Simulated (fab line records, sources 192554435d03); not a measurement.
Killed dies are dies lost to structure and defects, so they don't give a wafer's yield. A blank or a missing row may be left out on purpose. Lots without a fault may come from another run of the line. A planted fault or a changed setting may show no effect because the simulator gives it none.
fab line records | flow n5_finfet
record lots=23 wafers=69 last_day=18
route steps=1938 shown BEOL_M0_SAQP@678 BEOL_M0@717 BEOL_M1@754
lots that met no fault: from a run of the same line without faults
start_h: hours from the record's first day to the start of the lot's first wafer shown | wait_h: hours since the lot's step before | " the same as in the row above | L1.1+2: a row that stands for several wafers | - no value, or no start given | * or withheld: withheld | < > ~ a bound
route shown NAME@n: a module of which the file shows steps, and the number in the route of the first | usual: mean/standard deviation of fault-free wafers | same: alike in all rows | chamber/n: place in a boat | sites: the reading at each site | _std_site: their standard deviation | _edge_site: outer sites' mean less inner sites' | radius_mm: how far each site lies from the wafer's centre | mask NAME#n: copy n | behind: the tool/chamber that last shaped the wafer | hold: why the lot was held/for how many hours/how that ended | device: the transistor (n, p or np) that didn't switch | end of line: the same wafers' tests at the end of the route | a step without rows: its recipe alone | killed: dies lost to structure and defects at the first sort, not the wafer's yield | map: a wafer's dies, x killed, . not, _ none there
set.NAME: the setting as run; set.NAME@STEP: as run at that earlier step | model.NAME: the simulator's own value behind a step, which no gauge read
steps of the route over a sample of lots; a table a step, a row a wafer
services: from which hour (start_h, from the record's first day; less than 0 if before it) a tool's chamber was out of use, for how many hours, and why
## steps
# step N5_BEOL_M0_SAQP_MANDREL2_REMOVE_110
# recipe chemistry=HBr/Cl2/O2 bt_time_s=10 target=a-Si stop_on=SiCN endpoint=OES-SiCl over_etch_frac=1 icp_w=600 bias_w=30 HBr_flow_sccm=150 Cl2_flow_sccm=80 O2_flow_sccm=5 pressure_mtorr=10
# usual bias_w=30.00/0.094 drypump_motor_current_A=5.9/0.4 oes_product_au=1.006/0.012 throttle_valve_pct=36.6/0.36
# columns lot.wafer tool chamber start_h wait_h bias_w drypump_motor_current_A oes_product_au rf_hours_counter_h throttle_valve_pct
L074.2 rie_si-06 3 111.14 0.1 30.04 5.5 1.007 166 36.5
L074.4 " 0 " " 30.09 5.9 1.017 81 36.4
L074.5 " 0 " " 30.04 6.0 1.025 - 36.4
L075.1 rie_si-03 2 116.16 0.1 30.02 5.7 1.017 2 36.8
L075.4 " 3 " " 30.03 5.3 0.991 4 36.9
L075.6 " 0 " " 29.87 5.6 1.012 - 36.9
L076.2 rie_si-05 3 117.94 0.1 29.92 5.6 1.012 45 36.4
L076.5 " 1 " " 29.94 6.4 1.007 - 37.2
L076.6 " 2 " " 29.83 6.3 0.992 - 37.3
L077.1 rie_si-03 2 128.82 0.1 29.86 5.7 1.008 2 36.8
L077.4 " 0 " " 29.81 5.5 1.011 167 36.8
L077.6 " 2 " " 29.99 5.7 1.006 - 36.8
L078.1 rie_si-06 1 129.86 0.1 30.09 6.3 0.992 143 36.6
L078.3 " 0 " " 29.87 5.9 1.026 82 36.4
L078.6 " 1 " " 30.11 6.2 0.994 - 36.6
L079.1 rie_si-06 2 144.97 0.1 29.97 5.6 1.006 38 36.4
L079.2 " 0 " " 29.97 6.0 1.038 82 36.4
L079.3 " 3 " " 30.05 5.5 1.012 167 36.5
L080.3 rie_si-05 3 150.55 0.1 29.99 5.6 1.014 46 36.4
L080.4 " 0 " " 29.98 6.4 1.025 171 35.9
L080.5 " 2 " " 30.03 6.3 0.994 - 37.3
L081.1 rie_si-05 2 158.50 0.1 30.02 6.3 0.986 191 37.3
L081.5 " 0 " " 30.00 6.4 1.021 - 35.9
L081.6 " 3 " " 30.21 5.6 1.006 - 36.4
L082.1 rie_si-06 0 165.80 0.1 29.89 6.0 1.008 82 36.4
L082.5 " 1 " " 29.92 6.2 1.002 - 36.6
L082.6 " 2 " " 30.06 5.6 1.008 - 36.4
L083.2 rie_si-03 1 175.16 0.1 29.93 6.4 0.996 33 36.5
L083.3 " 0 " " 30.15 5.6 0.993 168 36.9
L083.4 " 3 " " 30.07 5.3 0.988 5 36.9
L085.1 rie_si-03 3 176.40 0.1 30.08 5.3 0.997 5 36.9
L085.3 " 1 " " 29.82 6.3 1.011 33 36.5
L085.4 " 0 " " 29.88 5.5 1.004 168 36.8
L084.1 rie_si-05 0 181.40 0.1 30.18 6.4 1.032 171 35.9
L084.2 " 3 " " 30.03 5.7 1.007 47 36.4
L084.3 " 1 " " 30.00 6.4 0.992 70 37.2
L088.1 rie_si-03 3 197.49 0.1 30.06 5.3 0.994 5 36.9
L088.2 " 0 " " 30.04 5.6 1.000 168 36.9
L088.5 " 3 " " 29.94 5.3 0.992 - 36.9
L087.3 rie_si-03 1 201.49 0.1 30.04 6.4 0.999 33 36.5
L087.4 " 2 " " 29.84 5.7 0.996 3 36.8
L087.5 " 3 " " 29.96 5.3 0.988 - 36.9
L089.1 rie_si-06 3 210.82 0.1 30.06 5.6 1.013 168 36.5
L089.4 " 1 " " 30.12 6.2 1.007 145 36.6
L089.6 " 0 " " 30.02 6.0 1.002 - 36.4
L090.1 rie_si-06 0 217.04 0.1 29.92 5.9 1.012 83 36.4
L090.2 " 3 " " 29.88 5.5 1.014 168 36.5
L090.3 " 2 " " 30.14 5.6 0.996 39 36.4
L091.1 rie_si-03 0 224.02 0.1 30.06 5.6 1.003 169 36.9
L091.3 " 3 " " 29.92 5.3 0.975 6 36.9
L091.6 " 0 " " 29.98 5.6 0.995 - 36.8
L092.1 rie_si-03 0 234.34 0.1 30.07 5.5 1.013 169 36.9
L092.4 " 1 " " 30.02 6.4 1.003 34 36.4
L092.6 " 3 " " 30.09 5.3 0.990 - 36.9
L094.1 rie_si-03 1 235.82 0.1 29.93 6.4 0.994 34 36.4
L094.2 " 0 " " 29.92 5.6 1.009 169 36.8
L094.5 " 0 " " 29.81 5.6 1.010 - 36.8
L093.3 rie_si-05 2 235.89 0.1 30.16 6.3 1.009 1 36.4
L093.4 " 1 " " 30.06 6.4 1.013 71 37.2
L093.5 " 2 " " 30.08 6.3 1.008 - 36.4
L095.1 rie_si-05 2 242.80 0.1 30.02 6.3 1.008 1 36.4
L095.2 " 1 " " 29.98 6.4 1.001 71 37.2
L095.5 " 3 " " 30.03 5.7 1.005 - 36.4
L096.1 rie_si-06 2 243.94 0.1 29.91 5.6 1.005 40 36.4
L096.2 " 1 " " 29.95 6.3 1.008 146 36.6
L096.6 " 3 " " 29.95 5.5 1.022 - 36.5
L097.1 rie_si-05 0 254.06 0.1 29.87 6.4 1.037 173 35.9
L097.3 " 3 " " 30.09 5.6 1.008 48 36.4
L097.5 " 0 " " 29.95 6.4 1.026 - 35.9
# step N5_BEOL_M0_STRIP_140
# recipe chemistry=CF4 resist=SiARC power_w=300 bias_power_w=75 pressure_mtorr=50 cf4_flow_sccm=150 rf_frequency_hz=6e+07
# usual drypump_motor_current_A=5.9/0.46 oes_product_au=0.78/0.067 rf_vpp_V=272.2/1.9 showerhead_plenum_p_Torr=1.84/0.042 throttle_valve_pct=13.52/0.2
# columns lot.wafer tool chamber start_h wait_h drypump_motor_current_A oes_product_au rf_hours_counter_h rf_vpp_V showerhead_plenum_p_Torr throttle_valve_pct
L074.2 rie_diel-05 0 115.74 0.2 6.2 0.91 9 275.9 1.90 13.16
L074.4 " 1 " " 5.8 0.76 126 272.6 1.86 13.84
L074.5 " 3 " " 5.8 0.73 - 271.3 1.85 13.35
L075.1 rie_diel-04 2 119.87 0.1 6.2 0.81 69 273.6 1.88 13.48
L075.4 " 0 " " 5.0 0.88 31 268.0 1.74 13.56
L075.6 " 2 " " 6.2 0.82 - 273.4 1.88 13.49
L076.2 rie_diel-05 3 120.72 0.1 5.8 0.72 198 272.9 1.85 13.35
L076.5 " 2 " " 5.4 0.84 - 271.3 1.78 13.40
L076.6 " 3 " " 5.8 0.72 - 272.5 1.85 13.38
L078.1 rie_diel-06 2 133.35 0.1 5.9 0.66 245 269.9 1.80 13.85
L078.3 " 3 " " 5.0 0.74 161 274.2 1.84 13.40
L078.6 " 0 " " 6.4 0.73 - 273.8 1.83 13.71
L077.1 rie_diel-06 0 133.60 0.3 6.3 0.73 184 272.7 1.83 13.72
L077.4 " 3 " " 5.0 0.75 161 273.7 1.84 13.39
L077.6 " 2 " " 5.9 0.67 - 269.9 1.80 13.84
L079.1 rie_diel-04 0 150.52 0.5 4.9 0.87 41 271.1 1.74 13.58
L079.2 " 3 " " 6.2 0.82 66 270.7 1.82 13.23
L079.3 " 2 " " 6.2 0.81 78 273.8 1.87 13.53
L080.3 rie_diel-06 0 162.69 0.2 6.4 0.73 197 272.5 1.83 13.74
L080.4 " 0 " " 6.3 0.72 - 272.6 1.83 13.75
L080.5 " 3 " " 5.0 0.74 - 273.9 1.84 13.42
L081.1 rie_diel-04 0 163.14 0.2 5.0 0.87 46 270.5 1.74 13.62
L081.5 " 1 " " 5.8 0.69 - 270.7 1.86 13.60
L081.6 " 2 " " 6.3 0.81 - 272.0 1.87 13.52
L082.1 rie_diel-04 3 173.29 0.2 6.3 0.83 73 273.1 1.81 13.26
L082.5 " 1 " " 5.8 0.68 - 273.8 1.86 13.60
L082.6 " 2 " " 6.3 0.80 - 273.7 1.87 13.53
L083.2 rie_diel-04 0 180.75 0.1 4.9 0.85 51 267.0 1.74 13.56
L083.3 " 2 " " 6.3 0.80 87 272.9 1.87 13.57
L083.4 " 1 " " 5.8 0.67 229 271.0 1.85 13.60
L085.1 rie_diel-05 2 180.95 0.1 5.4 0.81 75 268.1 1.78 13.43
L085.3 " 1 " " 5.8 0.74 148 273.5 1.85 13.90
L085.4 " 0 " " 6.2 0.87 32 274.0 1.90 13.21
L084.1 rie_diel-04 0 184.75 0.2 5.0 0.85 52 268.5 1.74 13.61
L084.2 " 3 " " 6.3 0.82 77 273.9 1.81 13.29
L084.3 " 1 " " 5.8 0.67 230 271.9 1.85 13.63
L088.1 rie_diel-06 1 200.28 0.1 6.5 0.82 55 274.6 1.89 13.41
L088.2 " 0 " " 6.3 0.72 208 273.1 1.83 13.77
L088.5 " 3 " " 5.0 0.73 - 272.9 1.83 13.47
L087.3 rie_diel-04 2 205.04 0.1 6.2 0.79 98 272.7 1.87 13.56
L087.4 " 2 " " 6.3 0.78 - 275.0 1.87 13.55
L087.5 " 3 " " 6.3 0.81 - 270.2 1.81 13.30
L089.1 rie_diel-04 1 214.77 0.1 5.8 0.67 243 271.6 1.85 13.66
L089.4 " 2 " " 6.3 0.78 102 274.3 1.87 13.57
L089.6 " 3 " " 6.3 0.79 - 271.9 1.81 13.30
L090.1 rie_diel-05 0 220.42 0.3 6.2 0.86 45 271.8 1.89 13.24
L090.2 " 2 " " 5.4 0.80 88 269.9 1.78 13.48
L090.3 " 1 " " 5.8 0.72 161 274.1 1.85 13.93
L091.1 rie_diel-05 2 228.10 0.1 5.4 0.80 90 269.5 1.77 13.45
L091.3 " 0 " " 6.2 0.85 49 273.7 1.89 13.27
L091.6 " 1 " " 5.8 0.73 - 275.3 1.85 13.94
L092.1 rie_diel-06 2 237.86 0.4 5.9 0.91 19 268.9 1.79 13.33
L092.4 " 1 " " 6.5 0.80 67 273.7 1.89 13.43
L092.6 " 0 " " 6.3 0.71 - 272.2 1.82 13.81
L094.1 rie_diel-05 2 238.65 0.2 5.4 0.80 95 270.0 1.77 13.46
L094.2 " 1 " " 5.8 0.72 169 274.6 1.84 13.95
L094.5 " 2 " " 5.4 0.80 - 270.2 1.77 13.47
L093.3 rie_diel-06 0 241.15 0.3 6.3 0.69 221 273.5 1.82 13.79
L093.4 " 1 " " 6.5 0.80 68 274.4 1.89 13.42
L093.5 " 1 " " 6.5 0.81 - 273.6 1.89 13.43
L096.1 rie_diel-05 1 248.88 0.1 5.8 0.71 173 271.6 1.84 13.97
L096.2 " 0 " " 6.2 0.83 57 272.8 1.89 13.26
L096.6 " 1 " " 5.8 0.71 - 274.2 1.84 13.96
L095.1 rie_diel-05 2 248.94 0.1 5.4 0.79 99 269.7 1.77 13.49
L095.2 " 1 " " 5.8 0.71 173 271.1 1.84 13.93
L095.5 " 2 " " 5.4 0.79 - 271.1 1.77 13.48
L097.1 rie_diel-06 1 257.68 0.1 6.5 0.79 74 274.1 1.88 13.45
L097.3 " 2 " " 5.9 0.88 26 269.6 1.79 13.37
L097.5 " 3 " " 5.1 0.71 - 270.1 1.83 13.48
# step N5_BEOL_M0_SPUTTER_116
# recipe material=Cu target_thk_a=40 temp_c=-20 chamber_pressure_pa=0.07 power_w=withheld time_s=7.37
# usual chamber_pressure_pa=0.07/0.00015 susceptor_temp_C=-20.01/0.1 throttle_valve_pct=29.7/0.95
# same time_s=7.37
# columns lot.wafer tool chamber start_h wait_h chamber_pressure_pa susceptor_temp_C throttle_valve_pct
L074.2 pvd_sputter-03 - 118.89 1.7 0.06978 -19.91 29.9
L074.4 " - " " 0.06993 -19.96 28.6
L074.5 " - " " 0.06978 -20.09 30.1
L075.1 pvd_sputter-01 - 122.05 0.1 0.0698 -20.22 31.3
L075.4 " - " " 0.06996 -19.92 29.2
L075.6 " - " " 0.07021 -20.04 29.2
L076.2 pvd_sputter-03 - 124.10 1.8 0.06996 -20.00 29.8
L076.5 " - " " 0.06999 -20.06 29.6
L076.6 " - " " 0.06991 -20.13 28.7
L078.1 pvd_sputter-03 - 140.90 0.3 0.06997 -20.12 30.7
L078.3 " - " " 0.07004 -19.89 30.0
L078.6 " - " " 0.0699 -20.10 28.5
L077.1 pvd_sputter-03 - 141.34 0.6 0.07007 -19.95 28.7
L077.4 " - " " 0.07005 -19.98 29.4
L077.6 " - " " 0.06978 -20.30 28.7
L079.1 pvd_sputter-01 - 153.60 1.5 0.0698 -20.08 31.0
L079.2 " - " " 0.07006 -20.05 30.8
L079.3 " - " " 0.06992 -19.93 27.5
L080.3 pvd_sputter-02 - 164.79 0.1 0.06998 -20.08 29.8
L080.4 " - " " 0.0698 -20.07 30.2
L080.5 " - " " 0.07006 -20.00 28.8
L081.1 pvd_sputter-01 - 165.16 0.1 0.06978 -19.88 30.8
L081.5 " - " " 0.07 -20.06 27.7
L081.6 " - " " 0.07041 -20.05 29.4
L082.1 pvd_sputter-03 - 175.48 0.2 0.07 -20.15 30.7
L082.5 " - " " 0.07002 -20.08 30.8
L082.6 " - " " 0.07006 -19.94 30.1
L083.2 pvd_sputter-03 - 182.70 0.1 0.07016 -19.95 28.7
L083.3 " - " " 0.07005 -19.98 30.3
L083.4 " - " " 0.06982 -19.94 29.7
L085.1 pvd_sputter-02 - 182.76 0.1 0.07033 -20.17 29.6
L085.3 " - " " 0.06988 -20.03 29.1
L085.4 " - " " 0.07022 -19.96 30.2
L084.1 pvd_sputter-03 - 186.40 0.2 0.06996 -20.22 30.2
L084.2 " - " " 0.06984 -20.03 28.8
L084.3 " - " " 0.06993 -19.94 29.6
L088.1 pvd_sputter-03 - 203.68 1.3 0.07025 -20.03 28.5
L088.2 " - " " 0.07018 -20.00 29.6
L088.5 " - " " 0.07004 -20.04 28.4
L087.3 pvd_sputter-02 - 209.19 0.1 0.07003 -19.75 29.6
L087.4 " - " " 0.06984 -20.01 28.7
L087.5 " - " " 0.07003 -20.04 30.5
L089.1 pvd_sputter-02 - 218.25 1.3 0.06994 -19.94 29.6
L089.4 " - " " 0.07003 -19.96 28.7
L089.6 " - " " 0.07005 -19.90 28.5
L090.1 pvd_sputter-03 - 224.12 0.1 0.06999 -19.97 28.7
L090.2 " - " " 0.07 -19.92 29.9
L090.3 " - " " 0.07027 -20.03 29.8
L091.1 pvd_sputter-01 - 230.03 0.2 0.07018 -20.03 29.3
L091.3 " - " " 0.06992 -20.06 27.8
L091.6 " - " " 0.0699 -19.98 31.4
L092.1 pvd_sputter-02 - 240.94 0.1 0.07023 -19.99 30.3
L092.4 " - " " 0.06998 -19.95 28.9
L092.6 " - " " 0.07006 -20.16 28.5
L094.1 pvd_sputter-02 - 241.84 0.1 0.06993 -19.94 28.8
L094.2 " - " " 0.07008 -19.96 29.9
L094.5 " - " " 0.07013 -19.92 28.4
L093.3 pvd_sputter-01 - 243.36 0.2 0.07019 -20.14 29.1
L093.4 " - " " 0.07014 -19.94 30.6
L093.5 " - " " 0.07007 -20.02 29.2
L096.1 pvd_sputter-02 - 250.39 0.1 0.06994 -19.90 30.5
L096.2 " - " " 0.0698 -20.23 28.6
L096.6 " - " " 0.07 -20.02 29.8
L095.1 pvd_sputter-03 - 251.96 1.3 0.07015 -20.11 29.8
L095.2 " - " " 0.06984 -20.14 28.7
L095.5 " - " " 0.07007 -20.00 30.2
L097.1 pvd_sputter-03 - 260.22 0.1 0.07003 -19.92 28.6
L097.3 " - " " 0.07021 -19.87 29.7
L097.5 " - " " 0.07013 -19.80 29.7
# step N5_BEOL_M0_SPUTTER_134
# recipe material=Cu target_thk_a=40 temp_c=-20 chamber_pressure_pa=0.07 power_w=withheld time_s=7.37
# usual chamber_pressure_pa=0.07002/0.00016 susceptor_temp_C=-20.01/0.097 throttle_valve_pct=29.7/0.96
# same time_s=7.37
# columns lot.wafer tool chamber start_h wait_h chamber_pressure_pa susceptor_temp_C throttle_valve_pct
L074.2 pvd_sputter-03 - 119.13 0.0 0.06987 -20.15 30.2
L074.4 " - " " 0.06996 -20.14 28.8
L074.5 " - " " 0.06987 -19.90 30.1
L075.1 pvd_sputter-01 - 122.29 0.0 0.06983 -19.86 31.4
L075.4 " - " " 0.06981 -20.12 29.5
L075.6 " - " " 0.07011 -19.98 29.5
L076.2 pvd_sputter-03 - 124.34 0.0 0.07017 -19.96 30.3
L076.5 " - " " 0.06979 -20.01 29.8
L076.6 " - " " 0.06999 -20.06 28.5
L078.1 pvd_sputter-03 - 141.14 0.0 0.06999 -19.98 31.0
L078.3 " - " " 0.06987 -19.99 29.7
L078.6 " - " " 0.06987 -19.98 28.7
L077.1 pvd_sputter-03 - 141.58 0.0 0.07042 -20.10 28.7
L077.4 " - " " 0.07007 -19.93 29.9
L077.6 " - " " 0.07024 -20.19 28.6
L079.1 pvd_sputter-01 - 153.84 0.0 0.06983 -20.04 31.2
L079.2 " - " " 0.07009 -20.00 30.9
L079.3 " - " " 0.07008 -19.96 27.8
L080.3 pvd_sputter-02 - 165.03 0.0 0.0699 -20.04 29.8
L080.4 " - " " 0.07013 -19.91 30.2
L080.5 " - " " 0.0701 -20.10 28.4
L081.1 pvd_sputter-01 - 165.40 0.0 0.07013 -20.04 31.1
L081.5 " - " " 0.06989 -20.00 27.8
L081.6 " - " " 0.07 -20.11 29.3
L082.1 pvd_sputter-03 - 175.72 0.0 0.07034 -20.01 30.8
L082.5 " - " " 0.06996 -20.08 31.0
L082.6 " - " " 0.06982 -20.01 30.1
L083.2 pvd_sputter-03 - 182.94 0.0 0.07011 -20.09 29.0
L083.3 " - " " 0.07 -20.01 30.0
L083.4 " - " " 0.06994 -20.29 29.7
L085.1 pvd_sputter-02 - 183.00 0.0 0.07017 -19.99 29.8
L085.3 " - " " 0.07003 -20.13 29.0
L085.4 " - " " 0.06991 -20.01 30.4
L084.1 pvd_sputter-03 - 186.64 0.0 0.06999 -20.20 30.0
L084.2 " - " " 0.06997 -19.98 28.8
L084.3 " - " " 0.0699 -20.09 29.7
L088.1 pvd_sputter-03 - 203.92 0.0 0.06999 -19.99 28.8
L088.2 " - " " 0.06994 -20.06 29.8
L088.5 " - " " 0.07002 -19.85 28.4
L087.3 pvd_sputter-02 - 209.43 0.0 0.07028 -20.09 29.6
L087.4 " - " " 0.06997 -20.01 28.4
L087.5 " - " " 0.06979 -20.01 30.6
L089.1 pvd_sputter-02 - 218.49 0.0 0.07001 -19.89 29.5
L089.4 " - " " 0.07004 -19.91 28.8
L089.6 " - " " 0.06986 -19.82 28.8
L090.1 pvd_sputter-03 - 224.36 0.0 0.06996 -19.80 28.6
L090.2 " - " " 0.06966 -20.02 29.8
L090.3 " - " " 0.07033 -19.93 29.9
L091.1 pvd_sputter-01 - 230.27 0.0 0.06987 -20.03 29.2
L091.3 " - " " 0.07001 -20.26 27.6
L091.6 " - " " 0.07005 -20.10 31.4
L092.1 pvd_sputter-02 - 241.18 0.0 0.07022 -19.99 30.4
L092.4 " - " " 0.07009 -20.05 28.6
L092.6 " - " " 0.07017 -20.03 28.4
L094.1 pvd_sputter-02 - 242.08 0.0 0.07033 -19.93 28.9
L094.2 " - " " 0.07003 -20.10 29.6
L094.5 " - " " 0.06962 -19.90 28.6
L093.3 pvd_sputter-01 - 243.60 0.0 0.07012 -19.82 29.3
L093.4 " - " " 0.06986 -20.02 30.7
L093.5 " - " " 0.07013 -19.91 29.3
L096.1 pvd_sputter-02 - 250.63 0.0 0.06992 -19.94 30.4
L096.2 " - " " 0.07009 -20.22 28.8
L096.6 " - " " 0.07035 -19.96 29.8
L095.1 pvd_sputter-03 - 252.20 0.0 0.07018 -20.18 29.8
L095.2 " - " " 0.07018 -19.99 28.5
L095.5 " - " " 0.06993 -20.19 29.9
L097.1 pvd_sputter-03 - 260.46 0.0 0.07009 -19.94 28.6
L097.3 " - " " 0.0702 -19.99 29.4
L097.5 " - " " 0.07007 -20.02 29.6
# step N5_BEOL_M0_CO_CAP_123
# recipe material=Co target_thk_a=20 temp_c=200 precursor=CCTBA/H2 pressure_torr=30 time_s=102.1
# usual heater_power_w=230/14 susceptor_temp_C=199.99/0.15
# same time_s=102.1
# columns lot.wafer tool chamber start_h wait_h heater_power_w since_wet_clean_h susceptor_temp_C
L074.2 cvd_co-02 0 120.14 0.0 230 661 199.97
L074.4 " 2 " " 222 - 199.96
L074.5 " 0 " " 236 - 199.84
L075.1 cvd_co-02 2 123.97 0.0 220 206 200.16
L075.4 " 2 " " 225 - 200.06
L075.6 " 0 " " 234 - 199.96
L076.2 cvd_co-02 2 125.82 0.0 223 208 200.02
L076.5 " 0 " " 237 - 199.86
L076.6 " 2 " " 224 - 199.60
L078.1 cvd_co-02 0 142.69 0.0 232 684 200.06
L078.3 " 2 " " 220 225 200.04
L078.6 " 1 " " 254 - 199.97
L077.1 cvd_co-02 0 142.93 0.0 234 684 199.84
L077.4 " 2 " " 222 - 199.99
L077.6 " 1 " " 253 - 200.19
L079.1 cvd_co-02 1 154.82 0.0 260 1134 199.85
L079.2 " 0 " " 235 696 199.91
L079.3 " 2 " " 222 237 200.15
L080.3 cvd_co-01 0 166.08 0.0 219 926 200.24
L080.4 " 2 " " 229 - 200.06
L080.5 " 0 " " 211 - 200.41
L081.1 cvd_co-02 2 166.45 0.0 219 248 200.01
L081.5 " 2 " " 218 - 200.17
L081.6 " 0 " " 234 - 200.17
L082.1 cvd_co-02 0 176.72 0.0 225 718 200.01
L082.5 " 2 " " 221 - 200.15
L082.6 " 1 " " 263 - 199.99
L083.2 cvd_co-02 1 184.19 0.0 253 1163 199.90
L083.3 " 2 " " 224 266 200.04
L083.4 " 1 " " 257 - 200.18
L085.1 cvd_co-01 2 184.34 0.0 222 485 199.60
L085.3 " 0 " " 215 944 199.83
L085.4 " 1 " " 223 - 200.12
L084.1 cvd_co-02 2 187.62 0.0 228 270 199.89
L084.2 " 1 " " 259 1166 199.93
L084.3 " 0 " " 236 729 199.93
L088.1 cvd_co-01 2 204.90 0.0 220 506 199.82
L088.2 " 1 " " 215 68 200.15
L088.5 " 0 " " 211 - 200.15
L087.3 cvd_co-02 2 210.42 0.0 223 292 200.08
L087.4 " 1 " " 260 - 199.77
L087.5 " 2 " " 231 - 200.03
L089.1 cvd_co-01 0 219.47 0.0 214 979 199.91
L089.4 " 2 " " 225 - 199.90
L089.6 " 0 " " 220 - 199.73
L090.1 cvd_co-01 2 225.71 0.0 223 526 200.03
L090.2 " 0 " " 216 986 199.81
L090.3 " 1 " " 223 89 199.94
L091.1 cvd_co-01 2 231.44 0.0 220 532 200.13
L091.3 " 1 " " 219 95 199.77
L091.6 " 2 " " 218 - 200.08
L092.1 cvd_co-01 1 242.38 0.0 216 106 199.96
L092.4 " 1 " " 216 - 199.91
L092.6 " 2 " " 224 - 200.03
L094.1 cvd_co-01 0 243.06 0.0 217 1003 199.89
L094.2 " 1 " " 222 106 199.81
L094.5 " 2 " " 217 - 200.02
L093.3 cvd_co-02 1 244.59 0.0 255 1223 200.11
L093.4 " 2 " " 224 - 199.93
L093.5 " 0 " " 231 - 200.16
L096.1 cvd_co-02 1 252.19 0.0 258 1231 200.03
L096.2 " 0 " " 241 794 199.80
L096.6 " 0 " " 235 - 200.06
L095.1 cvd_co-01 1 253.18 0.0 217 117 199.87
L095.2 " 2 " " 220 554 199.72
L095.5 " 1 " " 219 - 199.97
L097.1 cvd_co-02 1 261.50 0.0 257 1240 200.03
L097.3 " 0 " " 233 803 199.74
L097.5 " 2 " " 220 - 200.24
# step N5_BEOL_M1_HM_DEP_02
# recipe material=TiN target_thk_a=200 temp_c=25 chamber_pressure_pa=0.49996
# usual chamber_pressure_pa=0.5001/0.00093 susceptor_temp_C=24.99/0.1 throttle_valve_pct=29.7/0.99
# columns lot.wafer tool chamber start_h wait_h chamber_pressure_pa susceptor_temp_C throttle_valve_pct
L074.2 pvd_sputter-03 - 121.11 0.6 0.5019 24.89 28.8
L074.4 " - " " 0.5024 24.92 29.7
L074.5 " - " " 0.5009 24.87 29.8
L075.1 pvd_sputter-03 - 124.80 0.4 0.4999 24.98 30.7
L075.4 " - " " 0.4991 24.99 29.8
L075.6 " - " " 0.5005 24.97 30.0
L076.2 pvd_sputter-02 - 127.86 1.6 0.4980 24.83 30.4
L076.5 " - " " 0.5001 24.95 29.2
L076.6 " - " " 0.4990 24.98 29.7
L078.1 pvd_sputter-01 - 143.10 0.0 0.4981 25.03 30.8
L078.3 " - " " 0.5013 25.04 29.4
L078.6 " - " " 0.4999 24.98 30.9
L077.1 pvd_sputter-03 - 143.37 0.0 0.5014 24.85 28.5
L077.4 " - " " 0.4998 24.73 29.9
L077.6 " - " " 0.5001 25.15 29.8
L079.1 pvd_sputter-03 - 155.49 0.3 0.5003 24.74 29.9
L079.2 " - " " 0.4993 25.01 28.7
L079.3 " - " " 0.5001 25.02 30.6
L080.3 pvd_sputter-03 - 167.94 1.5 0.4997 25.01 30.0
L080.4 " - " " 0.5007 25.07 30.9
L080.5 " - " " 0.4985 25.00 28.7
L081.1 pvd_sputter-01 - 169.53 2.7 0.5005 25.07 30.8
L081.5 " - " " 0.5029 24.74 31.2
L081.6 " - " " 0.4999 25.03 30.8
L082.1 pvd_sputter-02 - 177.46 0.4 0.4994 25.00 30.6
L082.5 " - " " 0.4998 25.07 28.7
L082.6 " - " " 0.4997 24.97 30.3
L083.2 pvd_sputter-02 - 185.40 0.8 0.5007 24.98 30.7
L083.3 " - " " 0.4987 24.94 29.3
L083.4 " - " " 0.5002 24.91 28.7
L085.1 pvd_sputter-02 - 185.50 0.8 0.4998 25.17 28.7
L085.3 " - " " 0.4987 25.14 29.7
L085.4 " - " " 0.4993 24.85 30.2
L084.1 pvd_sputter-03 - 189.36 1.4 0.5011 25.11 30.8
L084.2 " - " " 0.5019 25.05 28.9
L084.3 " - " " 0.5010 25.07 29.8
L088.1 pvd_sputter-03 - 205.96 0.6 0.5009 25.00 28.5
L088.2 " - " " 0.4992 24.99 29.7
L088.5 " - " " 0.4997 25.09 29.7
L087.3 pvd_sputter-01 - 211.46 0.7 0.5003 25.05 27.5
L087.4 " - " " 0.5001 25.22 30.8
L087.5 " - " " 0.5007 25.03 27.8
L089.1 pvd_sputter-03 - 220.35 0.5 0.5016 24.95 30.7
L089.4 " - " " 0.4985 25.02 30.0
L089.6 " - " " 0.5007 24.88 28.6
L090.1 pvd_sputter-01 - 226.14 0.1 0.5010 24.98 31.3
L090.2 " - " " 0.4996 25.24 30.7
L090.3 " - " " 0.4991 25.04 27.5
L091.1 pvd_sputter-02 - 233.06 1.3 0.5005 24.90 29.3
L091.3 " - " " 0.4981 25.06 30.5
L091.6 " - " " 0.4998 25.08 28.9
L092.1 pvd_sputter-03 - 243.93 1.2 0.4991 25.03 31.1
L092.4 " - " " 0.4998 25.05 30.3
L092.6 " - " " 0.5004 25.06 30.2
L094.1 pvd_sputter-02 - 244.16 0.7 0.4995 25.02 30.2
L094.2 " - " " 0.5011 25.08 28.7
L094.5 " - " " 0.5008 25.11 29.1
L093.3 pvd_sputter-01 - 249.00 4.0 0.4999 25.03 30.9
L093.4 " - " " 0.4994 25.01 31.0
L093.5 " - " " 0.5005 25.06 30.9
L096.1 pvd_sputter-03 - 252.84 0.3 0.4989 24.95 29.9
L096.2 " - " " 0.5014 24.95 30.6
L096.6 " - " " 0.5001 24.91 28.4
L095.1 pvd_sputter-01 - 253.63 0.1 0.5007 25.10 31.6
L095.2 " - " " 0.5012 25.03 27.8
L095.5 " - " " 0.5007 24.75 30.8
L097.1 pvd_sputter-01 - 262.94 1.1 0.5004 24.95 30.6
L097.3 " - " " 0.4993 25.08 27.4
L097.5 " - " " 0.4985 24.93 30.8
## services
# columns tool chamber start_h hours kind
pvd_sputter-02 - 88.04 2.6 repair
pvd_sputter-03 - 88.86 1.8 repair
rie_si-05 0 91.17 9.4 repair
pvd_sputter-02 - 108.32 7.1 repair
cvd_co-01 1 114.67 - clean
cvd_co-01 1 114.67 22.0 scheduled_down
cvd_co-01 1 114.67 22.0 vent_cycle
cvd_co-02 1 117.38 10.5 repair
cvd_co-01 - 117.88 1.2 repair
rie_diel-05 2 133.03 8.9 repair
pvd_sputter-02 - 134.32 7.9 repair
rie_si-03 2 137.33 9.0 repair
rie_diel-04 - 137.93 0.3 repair
cvd_co-01 - 138.24 1.0 repair
pvd_sputter-02 - 157.03 4.8 repair
rie_si-06 2 176.00 10.6 repair
rie_diel-06 - 176.36 0.6 repair
rie_si-03 0 209.00 6.2 repair
pvd_sputter-03 - 216.20 4.0 repair
rie_si-06 0 225.75 1.0 repair
rie_diel-04 1 235.11 - clean
rie_diel-04 1 235.11 - consumable_replace:focus_ring
rie_si-06 0 236.66 3.4 repair
rie_si-05 - 257.03 2.8 pm
## key
fault none
